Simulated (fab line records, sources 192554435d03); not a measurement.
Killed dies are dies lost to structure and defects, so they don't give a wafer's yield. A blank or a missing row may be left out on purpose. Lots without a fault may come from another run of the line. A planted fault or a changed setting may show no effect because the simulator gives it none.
fab line records | flow n5_finfet
record lots=24 wafers=72 last_day=17
route steps=1938 shown BEOL_M2@907 BEOL_M3@1003 BEOL_M4@1023
lots that met no fault: from a run of the same line without faults
start_h: hours from the record's first day to the start of the lot's first wafer shown | wait_h: hours since the lot's step before | " the same as in the row above | L1.1+2: a row that stands for several wafers | - no value, or no start given | * or withheld: withheld | < > ~ a bound
route shown NAME@n: a module of which the file shows steps, and the number in the route of the first | usual: mean/standard deviation of fault-free wafers | same: alike in all rows | chamber/n: place in a boat | sites: the reading at each site | _std_site: their standard deviation | _edge_site: outer sites' mean less inner sites' | radius_mm: how far each site lies from the wafer's centre | mask NAME#n: copy n | behind: the tool/chamber that last shaped the wafer | hold: why the lot was held/for how many hours/how that ended | device: the transistor (n, p or np) that didn't switch | end of line: the same wafers' tests at the end of the route | a step without rows: its recipe alone | killed: dies lost to structure and defects at the first sort, not the wafer's yield | map: a wafer's dies, x killed, . not, _ none there
set.NAME: the setting as run; set.NAME@STEP: as run at that earlier step | model.NAME: the simulator's own value behind a step, which no gauge read
steps of the route over a sample of lots; a table a step, a row a wafer
services: from which hour (start_h, from the record's first day; less than 0 if before it) a tool's chamber was out of use, for how many hours, and why
## steps
# step N5_BEOL_M2_ANNEAL_80
# recipe temp_c=400 time_s=240 ambient=vacuum
# usual heater_power_w=877/120
# columns lot.wafer tool chamber start_h wait_h heater_power_w
L074.2 pvd_sputter-02 - 140.24 0.0 816
L074.3 " - " " 820
L074.5 " - " " 1047
L075.1 pvd_sputter-02 - 152.72 0.0 1036
L075.3 " - " " 800
L075.5 " - " " 832
L076.1 pvd_sputter-03 - 152.93 0.0 772
L076.4 " - " " 875
L076.6 " - " " 885
L077.2 pvd_sputter-01 - 153.05 0.0 1078
L077.5 " - " " 826
L077.6 " - " " 1113
L078.1 pvd_sputter-02 - 154.64 0.0 1023
L078.2 " - " " 801
L078.4 " - " " 1013
L079.1 pvd_sputter-02 - 162.36 0.0 798
L079.2 " - " " 1039
L079.5 " - " " 1011
L081.2 pvd_sputter-01 - 175.11 0.0 848
L081.4 " - " " 663
L081.5 " - " " 653
L080.2 pvd_sputter-02 - 177.24 0.0 1014
L080.3 " - " " 824
L080.4 " - " " 1035
L082.1 pvd_sputter-01 - 184.81 0.0 789
L082.3 " - " " 836
L082.6 " - " " 853
L083.1 pvd_sputter-02 - 199.33 0.0 820
L083.2 " - " " 1029
L083.3 " - " " 1019
L084.2 pvd_sputter-03 - 199.63 0.0 783
L084.5 " - " " 976
L084.6 " - " " 818
L085.1 pvd_sputter-03 - 202.39 0.0 1004
L085.4 " - " " 771
L085.5 " - " " 889
L086.2 pvd_sputter-03 - 213.69 0.0 800
L086.4 " - " " 772
L086.6 " - " " 1005
L087.1 pvd_sputter-02 - 225.18 0.0 805
L087.3 " - " " 833
L087.5 " - " " 1046
L088.1 pvd_sputter-03 - 227.82 0.0 764
L088.2 " - " " 991
L088.4 " - " " 793
L089.2 pvd_sputter-02 - 230.91 0.0 1035
L089.3 " - " " 817
L089.5 " - " " 1045
L090.2 pvd_sputter-01 - 235.88 0.0 833
L090.3 " - " " 661
L090.4 " - " " 1085
L091.3 pvd_sputter-01 - 244.97 0.0 1116
L091.4 " - " " 657
L091.6 " - " " 801
L092.1 pvd_sputter-03 - 245.98 0.0 782
L092.2 " - " " 778
L092.5 " - " " 778
L093.4 pvd_sputter-01 - 248.45 0.0 646
L093.5 " - " " 812
L093.6 " - " " 826
L094.2 pvd_sputter-03 - 257.82 0.0 997
L094.3 " - " " 738
L094.4 " - " " 893
L095.1 pvd_sputter-02 - 260.83 0.0 791
L095.4 " - " " 1009
L095.5 " - " " 787
L096.1 pvd_sputter-03 - 271.20 0.0 804
L096.2 " - " " 1012
L096.6 " - " " 775
L097.1 pvd_sputter-03 - 274.76 0.0 787
L097.3 " - " " 762
L097.5 " - " " 905
# step N5_BEOL_M2_ANNEAL_87
# recipe temp_c=400 time_s=240 ambient=vacuum
# usual heater_power_w=880/110
# columns lot.wafer tool chamber start_h wait_h heater_power_w
L074.2 pvd_sputter-02 - 140.68 0.0 832
L074.3 " - " " 796
L074.5 " - " " 1053
L075.1 pvd_sputter-02 - 153.16 0.0 1022
L075.3 " - " " 810
L075.5 " - " " 815
L076.1 pvd_sputter-03 - 153.37 0.0 785
L076.4 " - " " 918
L076.6 " - " " 881
L077.2 pvd_sputter-01 - 153.49 0.0 1074
L077.5 " - " " 852
L077.6 " - " " 1103
L078.1 pvd_sputter-02 - 155.08 0.0 1015
L078.2 " - " " 822
L078.4 " - " " 1027
L079.1 pvd_sputter-02 - 162.80 0.0 799
L079.2 " - " " 1041
L079.5 " - " " 1001
L081.2 pvd_sputter-01 - 175.55 0.0 840
L081.4 " - " " 682
L081.5 " - " " 653
L080.2 pvd_sputter-02 - 177.68 0.0 1006
L080.3 " - " " 811
L080.4 " - " " 1027
L082.1 pvd_sputter-01 - 185.25 0.0 798
L082.3 " - " " 853
L082.6 " - " " 857
L083.1 pvd_sputter-02 - 199.77 0.0 814
L083.2 " - " " 1034
L083.3 " - " " 1062
L084.2 pvd_sputter-03 - 200.07 0.0 805
L084.5 " - " " 1005
L084.6 " - " " 804
L085.1 pvd_sputter-03 - 202.83 0.0 1002
L085.4 " - " " 787
L085.5 " - " " 898
L086.2 pvd_sputter-03 - 214.13 0.0 807
L086.4 " - " " 747
L086.6 " - " " 972
L087.1 pvd_sputter-02 - 225.62 0.0 797
L087.3 " - " " 820
L087.5 " - " " 1018
L088.1 pvd_sputter-03 - 228.26 0.0 773
L088.2 " - " " 1003
L088.4 " - " " 802
L089.2 pvd_sputter-02 - 231.35 0.0 1049
L089.3 " - " " 832
L089.5 " - " " 1039
L090.2 pvd_sputter-01 - 236.32 0.0 840
L090.3 " - " " 660
L090.4 " - " " 1086
L091.3 pvd_sputter-01 - 245.41 0.0 1065
L091.4 " - " " 667
L091.6 " - " " 816
L092.1 pvd_sputter-03 - 246.42 0.0 787
L092.2 " - " " 795
L092.5 " - " " 755
L093.4 pvd_sputter-01 - 248.89 0.0 653
L093.5 " - " " 819
L093.6 " - " " 825
L094.2 pvd_sputter-03 - 258.26 0.0 991
L094.3 " - " " 789
L094.4 " - " " 891
L095.1 pvd_sputter-02 - 261.27 0.0 782
L095.4 " - " " 1020
L095.5 " - " " 807
L096.1 pvd_sputter-03 - 271.64 0.0 803
L096.2 " - " " 994
L096.6 " - " " 768
L097.1 pvd_sputter-03 - 275.20 0.0 822
L097.3 " - " " 792
L097.5 " - " " 883
# step N5_BEOL_M2_ANNEAL_89
# recipe temp_c=400 time_s=240 ambient=vacuum
# usual heater_power_w=877/110
# columns lot.wafer tool chamber start_h wait_h heater_power_w
L074.2 pvd_sputter-02 - 140.90 0.0 822
L074.3 " - " " 803
L074.5 " - " " 1026
L075.1 pvd_sputter-02 - 153.38 0.0 1007
L075.3 " - " " 812
L075.5 " - " " 817
L076.1 pvd_sputter-03 - 153.59 0.0 777
L076.4 " - " " 893
L076.6 " - " " 877
L077.2 pvd_sputter-01 - 153.71 0.0 1098
L077.5 " - " " 842
L077.6 " - " " 1088
L078.1 pvd_sputter-02 - 155.30 0.0 1050
L078.2 " - " " 825
L078.4 " - " " 1002
L079.1 pvd_sputter-02 - 163.02 0.0 796
L079.2 " - " " 1039
L079.5 " - " " 1032
L081.2 pvd_sputter-01 - 175.77 0.0 854
L081.4 " - " " 652
L081.5 " - " " 649
L080.2 pvd_sputter-02 - 177.90 0.0 1015
L080.3 " - " " 809
L080.4 " - " " 1035
L082.1 pvd_sputter-01 - 185.47 0.0 833
L082.3 " - " " 824
L082.6 " - " " 839
L083.1 pvd_sputter-02 - 199.99 0.0 803
L083.2 " - " " 1028
L083.3 " - " " 1037
L084.2 pvd_sputter-03 - 200.29 0.0 820
L084.5 " - " " 1018
L084.6 " - " " 818
L085.1 pvd_sputter-03 - 203.05 0.0 995
L085.4 " - " " 787
L085.5 " - " " 863
L086.2 pvd_sputter-03 - 214.35 0.0 803
L086.4 " - " " 775
L086.6 " - " " 1016
L087.1 pvd_sputter-02 - 225.84 0.0 793
L087.3 " - " " 792
L087.5 " - " " 1028
L088.1 pvd_sputter-03 - 228.48 0.0 763
L088.2 " - " " 993
L088.4 " - " " 806
L089.2 pvd_sputter-02 - 231.57 0.0 1026
L089.3 " - " " 794
L089.5 " - " " 1038
L090.2 pvd_sputter-01 - 236.54 0.0 855
L090.3 " - " " 645
L090.4 " - " " 1095
L091.3 pvd_sputter-01 - 245.63 0.0 1074
L091.4 " - " " 658
L091.6 " - " " 799
L092.1 pvd_sputter-03 - 246.64 0.0 761
L092.2 " - " " 786
L092.5 " - " " 759
L093.4 pvd_sputter-01 - 249.11 0.0 656
L093.5 " - " " 821
L093.6 " - " " 840
L094.2 pvd_sputter-03 - 258.48 0.0 989
L094.3 " - " " 743
L094.4 " - " " 871
L095.1 pvd_sputter-02 - 261.49 0.0 779
L095.4 " - " " 1004
L095.5 " - " " 821
L096.1 pvd_sputter-03 - 271.86 0.0 816
L096.2 " - " " 969
L096.6 " - " " 762
L097.1 pvd_sputter-03 - 275.42 0.0 798
L097.3 " - " " 785
L097.5 " - " " 886
# step N5_BEOL_M3_ANNEAL_89
# recipe temp_c=400 time_s=240 ambient=vacuum
# usual heater_power_w=884/140
# columns lot.wafer tool chamber start_h wait_h heater_power_w
L074.2 pvd_sputter-01 - 147.55 0.0 1111
L074.3 " - " " 654
L074.5 " - " " 855
L076.1 pvd_sputter-03 - 164.37 0.0 898
L076.4 " - " " 768
L076.6 " - " " 792
L075.1 pvd_sputter-03 - 166.21 0.0 802
L075.3 " - " " 1001
L075.5 " - " " 1020
L077.2 pvd_sputter-03 - 169.77 0.0 998
L077.5 " - " " 1009
L077.6 " - " " 809
L078.1 pvd_sputter-01 - 171.31 0.0 1102
L078.2 " - " " 813
L078.4 " - " " 637
L079.1 pvd_sputter-03 - 172.99 0.0 774
L079.2 " - " " 983
L079.5 " - " " 1010
L081.2 pvd_sputter-01 - 183.55 0.0 657
L081.4 " - " " 812
L081.5 " - " " 1051
L080.2 pvd_sputter-02 - 188.04 0.0 1029
L080.3 " - " " 840
L080.4 " - " " 801
L082.1 pvd_sputter-02 - 197.91 0.0 1022
L082.3 " - " " 770
L082.6 " - " " 998
L083.1 pvd_sputter-02 - 206.98 0.0 1026
L083.2 " - " " 823
L083.3 " - " " 807
L084.2 pvd_sputter-02 - 214.13 0.0 1025
L084.5 " - " " 1014
L084.6 " - " " 1047
L085.1 pvd_sputter-01 - 214.38 0.0 835
L085.4 " - " " 812
L085.5 " - " " 853
L086.2 pvd_sputter-01 - 221.53 0.0 1082
L086.4 " - " " 658
L086.6 " - " " 799
L087.1 pvd_sputter-01 - 238.38 0.0 643
L087.3 " - " " 836
L087.5 " - " " 1102
L088.1 pvd_sputter-01 - 242.06 0.0 848
L088.2 " - " " 657
L088.4 " - " " 1056
L089.2 pvd_sputter-03 - 244.56 0.0 814
L089.3 " - " " 893
L089.5 " - " " 900
L090.2 pvd_sputter-02 - 245.52 0.0 1026
L090.3 " - " " 1025
L090.4 " - " " 778
L091.3 pvd_sputter-01 - 251.92 0.0 1061
L091.4 " - " " 678
L091.6 " - " " 640
L092.1 pvd_sputter-03 - 254.62 0.0 982
L092.2 " - " " 888
L092.5 " - " " 830
L093.4 pvd_sputter-02 - 257.65 0.0 822
L093.5 " - " " 811
L093.6 " - " " 801
L094.2 pvd_sputter-01 - 276.50 0.0 825
L094.3 " - " " 812
L094.4 " - " " 1086
L095.1 pvd_sputter-01 - 282.25 0.0 1099
L095.4 " - " " 849
L095.5 " - " " 1063
L096.1 pvd_sputter-01 - 285.42 0.0 874
L096.2 " - " " 805
L096.6 " - " " 1083
L097.1 pvd_sputter-01 - 287.54 0.0 1063
L097.3 " - " " 848
L097.5 " - " " 650
# step N5_BEOL_M3_ANNEAL_93
# recipe temp_c=400 time_s=240 ambient=vacuum
# usual heater_power_w=885/130
# columns lot.wafer tool chamber start_h wait_h heater_power_w
L074.2 pvd_sputter-01 - 147.99 0.0 1052
L074.3 " - " " 660
L074.5 " - " " 844
L076.1 pvd_sputter-03 - 164.81 0.0 885
L076.4 " - " " 766
L076.6 " - " " 808
L075.1 pvd_sputter-03 - 166.65 0.0 802
L075.3 " - " " 1024
L075.5 " - " " 997
L077.2 pvd_sputter-03 - 170.21 0.0 996
L077.5 " - " " 1006
L077.6 " - " " 807
L078.1 pvd_sputter-01 - 171.75 0.0 1116
L078.2 " - " " 810
L078.4 " - " " 648
L079.1 pvd_sputter-03 - 173.43 0.0 781
L079.2 " - " " 973
L079.5 " - " " 977
L081.2 pvd_sputter-01 - 183.99 0.0 648
L081.4 " - " " 798
L081.5 " - " " 1098
L080.2 pvd_sputter-02 - 188.48 0.0 1056
L080.3 " - " " 792
L080.4 " - " " 794
L082.1 pvd_sputter-02 - 198.35 0.0 1050
L082.3 " - " " 782
L082.6 " - " " 1008
L083.1 pvd_sputter-02 - 211.91 0.0 1025
L083.2 " - " " 836
L083.3 " - " " 788
L084.2 pvd_sputter-02 - 214.57 0.0 1038
L084.5 " - " " 1037
L084.6 " - " " 987
L085.1 pvd_sputter-01 - 214.82 0.0 846
L085.4 " - " " 803
L085.5 " - " " 833
L086.2 pvd_sputter-01 - 221.97 0.0 1052
L086.4 " - " " 644
L086.6 " - " " 827
L087.1 pvd_sputter-01 - 238.82 0.0 656
L087.3 " - " " 809
L087.5 " - " " 1102
L088.1 pvd_sputter-01 - 242.50 0.0 830
L088.2 " - " " 666
L088.4 " - " " 1120
L089.2 pvd_sputter-03 - 245.00 0.0 813
L089.3 " - " " 891
L089.5 " - " " 879
L090.2 pvd_sputter-02 - 245.96 0.0 1020
L090.3 " - " " 1032
L090.4 " - " " 800
L091.3 pvd_sputter-01 - 252.36 0.0 1041
L091.4 " - " " 654
L091.6 " - " " 651
L092.1 pvd_sputter-03 - 255.06 0.0 1031
L092.2 " - " " 880
L092.5 " - " " 803
L093.4 pvd_sputter-02 - 258.09 0.0 821
L093.5 " - " " 808
L093.6 " - " " 805
L094.2 pvd_sputter-01 - 276.94 0.0 841
L094.3 " - " " 815
L094.4 " - " " 1072
L095.1 pvd_sputter-01 - 282.69 0.0 1084
L095.4 " - " " 828
L095.5 " - " " 1101
L096.1 pvd_sputter-01 - 285.86 0.0 852
L096.2 " - " " 804
L096.6 " - " " 1060
L097.1 pvd_sputter-01 - 287.98 0.0 1103
L097.3 " - " " 838
L097.5 " - " " 659
# step N5_BEOL_M4_PECVD_72
# recipe material=SiO2 target_thk_a=160 temp_c=400 precursor=TEOS/O2 pressure_torr=5.5 rf_w=450 teos_flow_sccm=53.8 gas=O2 flow_sccm=3000 time_s=18
# usual heater_power_outer_w=406/50 heater_power_w=675/61 showerhead_plenum_p_Torr=8.78/0.043 throttle_valve_pct=22.8/1.4
# columns lot.wafer tool chamber start_h wait_h heater_power_outer_w heater_power_w showerhead_plenum_p_Torr throttle_valve_pct
L074.2 pecvd-04 1 149.58 0.0 385 674 8.73 22.9
L074.3 " 0 " " 416 633 8.73 22.3
L074.5 " 2 " " 372 631 8.77 23.8
L076.1 pecvd-03 1 166.60 0.0 459 678 8.86 22.1
L076.4 " 2 " " 296 588 8.85 21.6
L076.6 " 0 " " 348 608 8.73 23.1
L075.1 pecvd-01 0 168.24 0.0 413 738 8.73 24.1
L075.3 " 1 " " 503 786 8.79 26.5
L075.5 " 2 " " 456 740 8.81 22.0
L077.2 pecvd-03 2 171.98 0.0 318 627 8.80 21.8
L077.5 " 1 " " 428 673 8.86 22.1
L077.6 " 0 " " 360 623 8.72 23.1
L078.1 pecvd-04 2 173.35 0.0 370 626 8.79 23.9
L078.2 " 0 " " 347 548 8.74 22.2
L078.4 " 2 " " 374 650 8.79 23.6
L079.1 pecvd-04 1 175.01 0.0 420 728 8.75 22.8
L079.2 " 2 " " 418 671 8.76 23.8
L079.5 " 2 " " 421 678 8.78 23.8
L081.2 pecvd-01 1 185.56 0.0 451 715 8.80 26.1
L081.4 " 2 " " 404 661 8.80 22.0
L081.5 " 1 " " 468 720 8.83 26.5
L080.2 pecvd-04 0 190.05 0.0 424 666 8.75 22.7
L080.3 " 1 " " 355 637 8.77 22.7
L080.4 " 2 " " 410 678 8.76 23.7
L082.1 pecvd-01 1 199.93 0.0 522 799 8.82 26.2
L082.3 " 0 " " 424 739 8.72 23.9
L082.6 " 1 " " 517 778 8.82 26.2
L083.1 pecvd-04 1 213.54 0.0 441 774 8.75 23.0
L083.2 " 0 " " 432 645 8.76 22.6
L083.3 " 0 " " 416 623 8.75 22.3
L084.2 pecvd-03 0 216.18 0.0 409 687 8.74 23.2
L084.5 " 2 " " 377 663 8.83 21.9
L084.6 " 1 " " 471 734 8.84 22.3
L085.1 pecvd-01 1 216.42 0.0 492 790 8.84 26.1
L085.4 " 0 " " 360 632 8.74 24.1
L085.5 " 1 " " 503 762 8.82 26.2
L086.2 pecvd-04 1 223.57 0.0 366 653 8.76 22.8
L086.4 " 0 " " 407 631 8.76 22.7
L086.6 " 1 " " 367 663 8.74 22.9
L087.1 pecvd-04 2 240.56 0.0 404 678 8.78 20.1
L087.3 " 1 " " 407 712 8.76 22.9
L087.5 " 2 " " 406 657 8.78 19.9
L088.1 pecvd-04 1 244.22 0.0 425 724 8.73 22.9
L088.2 " 0 " " 425 662 8.75 22.7
L088.4 " 1 " " 419 717 8.73 22.8
L089.2 pecvd-04 0 246.60 0.0 388 614 8.77 22.5
L089.3 " 2 " " 422 680 8.77 19.8
L089.5 " 2 " " 412 688 8.74 19.8
L090.2 pecvd-03 1 247.60 0.0 423 645 8.83 22.2
L090.3 " 0 " " 347 612 8.73 22.7
L090.4 " 0 " " 350 606 8.71 22.8
L091.3 pecvd-01 2 253.99 0.0 483 787 8.83 22.2
L091.4 " 0 " " 393 675 8.73 24.1
L091.6 " 1 " " 522 817 8.83 26.3
L092.1 pecvd-01 1 256.64 0.0 516 798 8.82 26.3
L092.2 " 2 " " 456 754 8.82 22.4
L092.5 " 0 " " 432 715 8.75 23.9
L093.4 pecvd-04 1 259.68 0.1 401 689 8.74 22.8
L093.5 " 0 " " 378 592 8.73 22.6
L093.6 " 2 " " 373 620 8.76 19.8
L094.2 pecvd-03 2 278.59 0.0 369 694 8.83 21.7
L094.3 " 0 " " 383 656 8.72 22.9
L094.4 " 2 " " 380 686 8.85 22.3
L095.1 pecvd-03 2 284.26 0.0 322 633 8.82 21.9
L095.4 " 2 " " 321 637 8.81 22.0
L095.5 " 1 " " 442 692 8.83 22.2
L096.1 pecvd-03 0 287.47 0.0 379 657 8.72 22.7
L096.2 " 2 " " 409 717 8.81 22.1
L096.6 " 0 " " 393 664 8.74 23.1
L097.1 pecvd-04 2 289.57 0.0 328 576 8.78 20.0
L097.3 " 0 " " 364 559 8.74 22.6
L097.5 " 1 " " 426 720 8.74 23.1
## services
# columns tool chamber start_h hours kind
pecvd-01 2 119.08 2.1 scheduled_down
pvd_sputter-03 - 121.68 0.6 repair
pvd_sputter-02 - 124.42 3.5 repair
pecvd-03 - 141.25 0.5 repair
pecvd-03 0 160.72 5.5 scheduled_down
pecvd-04 1 163.50 5.5 scheduled_down
pecvd-04 2 202.38 - clean
pecvd-04 2 202.38 - consumable_replace:showerhead
pecvd-04 2 202.38 29.0 scheduled_down
pecvd-04 2 202.38 29.0 vent_cycle
pecvd-01 1 224.34 2.1 scheduled_down
pecvd-03 2 237.15 4.5 repair
pecvd-01 0 271.13 58.4 repair
pvd_sputter-03 - 278.15 5.5 repair
pecvd-01 2 280.52 5.9 repair
## key
fault none
